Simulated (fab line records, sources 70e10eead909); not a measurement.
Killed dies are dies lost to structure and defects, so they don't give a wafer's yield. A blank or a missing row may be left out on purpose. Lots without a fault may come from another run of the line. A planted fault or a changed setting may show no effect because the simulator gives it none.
Chamber matching | flow nand_harc | NHARC_A_STAIRCASE_DESCUM_312 on rie_diel-13: 4 sister chambers
The step chemistry O2, time 3 s. 4 wafers are shown with their chamber, then 7 later ones without.

WAFERS WITH THEIR CHAMBER
wafer  | chamber | showerhead_plenum_p_Torr (Torr)
L082.5 | 0       | 1.95
L085.6 | 3       | 1.94
L084.3 | 2       | 1.88
L084.4 | 1       | 2.03

WAFERS WITHOUT THEIR CHAMBER
wafer  | showerhead_plenum_p_Torr (Torr)
L084.5 | 1.94
L088.1 | 1.94
L088.5 | 1.94
L088.6 | 2.02
L096.3 | 1.87
L096.4 | 1.93
L096.5 | 1.87

WHICH CHAMBER EACH WENT THROUGH
wafer  | from the rows above     | in truth
L084.5 | can't be placed: 3 or 0 | 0
L088.1 | can't be placed: 3 or 0 | 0
L088.5 | can't be placed: 3 or 0 | 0
L088.6 | 1                       | 1
L096.3 | 2                       | 2
L096.4 | can't be placed: 3 or 0 | 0
L096.5 | 2                       | 2
Placed correctly: 3 of 7. Can't be placed from these rows: 4 (the true chamber is among the candidates in 4). Placed wrongly: 0.
How it was worked out, from the rows above alone: a wafer's distance from a chamber is the root of the sum, over the readings, of the square of ((its reading less the chamber's mean) divided by the reading's scatter). The wafer belongs to the nearest chamber; if the next one is less than 2 further off, it can't be placed. A chamber's mean is the mean of its shown wafers. The scatter: with one shown wafer a chamber, the root of the mean of the squares of how far each hidden wafer lies from its nearest shown one.
